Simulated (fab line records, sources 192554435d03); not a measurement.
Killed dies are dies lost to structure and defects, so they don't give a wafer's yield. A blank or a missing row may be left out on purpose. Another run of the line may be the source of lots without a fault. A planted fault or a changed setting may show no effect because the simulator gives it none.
2 desks, one fault | flow n5Finfet | numbers are kept per desk, each desk with only its own; the story behind them comes last

== FOR THE TOOL OWNER'S DESK: rieDiel-03 ==
The tool's own readings at N5_BEOL_M2_TRENCH_ETCH_37 (etches SiOC in C4F6/O2, target depth 55.555 nm, time 29.2 s): means of the sampled wafers that have a number, for each lot that ran on this tool. Any lot whose mean is over 4 standard deviations away from the usual mean is out of limits and marked OUT; that distance is given in the brackets. Of its 9 readings 7 are shown: the one that was out of limits first, and those that lie furthest out on some lot.
Columns: A = mfcArSccm at N5_BEOL_M2_TRENCH_ETCH_37, usual 300.0 sccm; B = oes_f_703_au at N5_BEOL_M2_TRENCH_ETCH_37, usual 0.78 a.u.; C = oes_o_777_au at N5_BEOL_M2_TRENCH_ETCH_37, usual 0.78 a.u.; D = oesProductAu at N5_BEOL_M2_TRENCH_ETCH_37, usual 0.78 a.u.; E = rfFwdPowerW at N5_BEOL_M2_TRENCH_ETCH_37, usual 350.3 W; F = rfVppV at N5_BEOL_M2_TRENCH_ETCH_37, usual 667 V; G = throttleValvePct at N5_BEOL_M2_TRENCH_ETCH_37, usual 20.85 %
lot  | first seen here | A     | B    | C    | D    | E               | F              | G
L283 | day 8 02:01     | 300.7 | 0.78 | 0.78 | 0.78 | 349.9           | 664            | 20.90
L285 | day 8 04:51     | 299.3 | 0.77 | 0.78 | 0.78 | 349.9           | 664            | 20.91
L286 | day 8 08:24     | 299.7 | 0.83 | 0.82 | 0.83 | 350.2           | 667            | 20.78
L302 | day 13 02:49    | 300.0 | 0.83 | 0.82 | 0.76 | 379.4 (+21) OUT | 646 (-4.2) OUT | 20.75
L304 | day 13 09:37    | 300.3 | 0.73 | 0.74 | 0.74 | 351.3           | 667            | 20.95
This desk finds L302 out of limits, L302 being first, at day 13 02:49 (rfFwdPowerW at N5_BEOL_M2_TRENCH_ETCH_37). L283, L285, L286, L304: within limits.

== METROLOGY DESK ==
What the gauges read, lot by lot, whatever tool the lot ran on: means of the sampled wafers that have a number. Any lot whose mean is over 4 standard deviations away from the usual mean is out of limits and marked OUT; that distance is given in the brackets. Shown here are 7 of its 13 readings, the ones lying furthest out on some lot.
Columns: A = trenchDepthNm at N5_BEOL_M2_OCD_MEAS_38, usual 55.2 nm; B = M2_RS at N5_BEOL_M2_RS_MEAS_58, usual 0.687 ohm/sq; C = DIBL_N at N5_BEOL_M4_RC_MEAS_101, usual 36.3 mV/V; D = DIBL_P at N5_BEOL_M4_RC_MEAS_101, usual 36.3 mV/V; E = ION_N at N5_BEOL_M4_RC_MEAS_101, usual 675 uA/um; F = SS_P at N5_BEOL_M4_RC_MEAS_101, usual 73.4 mV/dec; G = VT_P at N5_BEOL_M4_RC_MEAS_101, usual -250.1 mV
lot  | first seen here | A    | B     | C    | D    | E   | F    | G
L283 | day 8 02:11     | 55.7 | 0.680 | 35.6 | 34.1 | 670 | 73.5 | -251.2
L285 | day 8 05:00     | 54.9 | 0.672 | 38.0 | 37.2 | 660 | 73.6 | -252.9
L286 | day 8 08:34     | 55.6 | 0.682 | 36.1 | 36.4 | 671 | 73.8 | -245.3
L302 | day 13 02:58    | 56.5 | 0.693 | 35.5 | 35.7 | 678 | 73.1 | -251.0
L298 | day 13 03:10    | 56.0 | 0.726 | 36.6 | 34.4 | 675 | 73.5 | -250.8
L304 | day 13 09:46    | 54.5 | 0.681 | 35.2 | 36.5 | 670 | 73.7 | -253.1
L303 | day 13 14:52    | 55.7 | 0.700 | 34.9 | 35.7 | 684 | 72.5 | -249.4
Finding of this desk: none of the 7 lots has anything out of limits.

== ALL TOGETHER ==
An alarm could have come from the tool owner's desk at day 13 02:49, on L302.
Nothing out of limits was seen by the metrology desk.
The metrology desk has L302 on record, within its limits.
The lots listed all ran N5_BEOL_M2_TRENCH_ETCH_37 on rieDiel-03.

== WHAT WAS PUT IN BY THE SIMULATOR ==
rieDiel-03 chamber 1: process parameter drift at N5_BEOL_M2_TRENCH_ETCH_37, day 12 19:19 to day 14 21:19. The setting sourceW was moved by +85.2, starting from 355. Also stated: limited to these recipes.
Shown lots that were struck: L302.
How many hours passed from the start of the fault until each desk's first out-of-limits reading: the tool owner's desk, 8.
